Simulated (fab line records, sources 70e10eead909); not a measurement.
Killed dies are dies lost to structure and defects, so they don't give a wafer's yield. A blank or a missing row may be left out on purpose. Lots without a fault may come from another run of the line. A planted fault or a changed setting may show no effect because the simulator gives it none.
A struck lot beside a sound one | flow nand_harc | 15 steps out of a route of 1302
Sound: wafers L680.1, L680.2, L680.4. Struck: wafer L688.1. (L688.3, L688.6 of the same lot were not struck and are left out.) The cause comes at the end.
At each step with rows: each side's tool, then ch and its chambers, then its first start. Under that, the readings that differ: sound wafers | struck wafers | difference of the means | sigmas: that difference in standard deviations of wafers without a fault.
alike: readings whose means differ by less than 2 such deviations, and words and numbers that are the same on both sides. not compared: withheld readings, readings that some wafer has no value for, bounds like >300 that may hide the same value, and numbers for which the record gives no deviation and whose values overlap.
The two part at a step that has a row with sigmas, a row that says differs or no value, or rows on one side only. Numbers that don't overlap but have no deviation are shown without sigmas and don't part them. A reading that every wafer of one side lacks parts them only if that side has two wafers or more.

first, 1 step without rows for these wafers: NHARC_P_M0_DEVELOP_08 (develop time 35 s).
NHARC_P_M0_CD_MEAS_09: target cd 90 nm.
  sound on cd_sem-02 ch 0, day 6 22:58; struck on cd_sem-03 ch 0, day 10 03:06
  alike: cd_nm
NHARC_P_M0_OVL_MEAS_10: pitch 180 nm.
  sound on overlay-01, day 6 23:04; struck on overlay-02, day 10 03:11
  alike: overlay_x_nm, overlay_y_nm
NHARC_P_M0_INSPECT_11:
  sound on defect_inspect-02, day 6 23:06; struck on defect_inspect-02, day 10 03:13
  alike: raw_defect_count
NHARC_P_M0_DESCUM_14: chemistry O2, time 3 s.
  sound on rie_diel-03 ch 0,1,3, day 6 23:10; struck on rie_diel-03 ch 1, day 10 03:17
  reading                | sound  | struck | difference | sigmas
  rf_hours_counter_h (h) | 10 8 9 | 36     | +27        |
  alike: drypump_motor_current_A, oes_product_au, rf_vpp_V, showerhead_plenum_p_Torr, throttle_valve_pct
NHARC_P_M0_ETCH_34: etches the open film in N2/H2, target depth 40 nm, overetch 12 nm, time 43.94 s.
  sound on rie_diel-03 ch 0,1,3, day 6 23:14; struck on rie_diel-03 ch 0, day 10 03:23
  reading                | sound  | struck | difference | sigmas
  rf_hours_counter_h (h) | 8 9 10 | 33     | +24        |
  alike: bias_w, drypump_motor_current_A, oes_product_au, rf_vpp_V, showerhead_plenum_p_Torr, throttle_valve_pct
then, 1 step without rows for these wafers: NHARC_P_M0_ETCH_15 (etches the open film in C4F8/Ar, target depth 150 nm, overetch 15 nm, time 82.5 s).
NHARC_P_M0_CD_MEAS_16:
  sound on cd_sem-01, day 6 23:28; struck on cd_sem-02, day 10 03:38
  alike: cd_nm
NHARC_P_M0_STRIP_18: strips in N2/H2.
  sound on rie_diel-04 ch 0,1,2, day 6 23:34; struck on rie_diel-04 ch 2, day 10 03:42
  reading                | sound    | struck | difference | sigmas
  rf_hours_counter_h (h) | 23 25 26 | 7      | -18        |
  alike: drypump_motor_current_A, oes_product_au, power_w, rf_vpp_V, showerhead_plenum_p_Torr, throttle_valve_pct
then, 1 step without rows for these wafers: NHARC_P_M0_STRIP_19 (strips in post etch residue remover, time 600 s).
NHARC_P_M0_DEGAS_28: time 60 s.
  sound on pvd_sputter-01, day 7 00:04; struck on pvd_sputter-03, day 10 04:16
  alike: heater_power_w
NHARC_P_M0_PRE_CLEAN_29: time 30 s.
  sound on pvd_sputter-01; struck on pvd_sputter-03
  alike: heater_power_w
NHARC_P_M0_PVD_20: deposits TaN, target thk 5 nm, time 8.06 s.
  sound on pvd_sputter-01, day 7 00:11; struck on pvd_sputter-03, day 10 04:22
  reading    | sound          | struck | difference | sigmas
  time_s (s) | 8.06 8.06 8.06 | 2.5662 | -5.4938    |
  alike: substrate_temp_c, throttle_valve_pct
then, 1 step without rows for these wafers: NHARC_P_M0_PVD_21 (deposits Cu, target thk 30 nm, time 20.49 s).
-- the record jumps here: 19 days lie between the struck wafers' starts before and after (it left off in module P_M0 and takes up again in module END, whose first step shown is number 1302 of the route) --
NHARC_END_SORT_01:
  sound on prober-01 ch 0, day 25 11:32; struck on prober-02 ch 0, day 29 11:52
  reading                  | sound          | struck | difference | sigmas
  defect_limited_yield (%) | 91.4 90.7 89.7 | 0.9    | -89.7      | -31
  killed_at_periphery      | 0 1 6          | 597    | +595       | +99 or more
  killed_dies              | 58 63 70       | 671    | +607       | +32
  alike: killed_at_array, killed_at_other, killed_open, killed_short

WHERE THEY PART
Only at NHARC_END_SORT_01, within this record.

WHY: what the simulator had put in
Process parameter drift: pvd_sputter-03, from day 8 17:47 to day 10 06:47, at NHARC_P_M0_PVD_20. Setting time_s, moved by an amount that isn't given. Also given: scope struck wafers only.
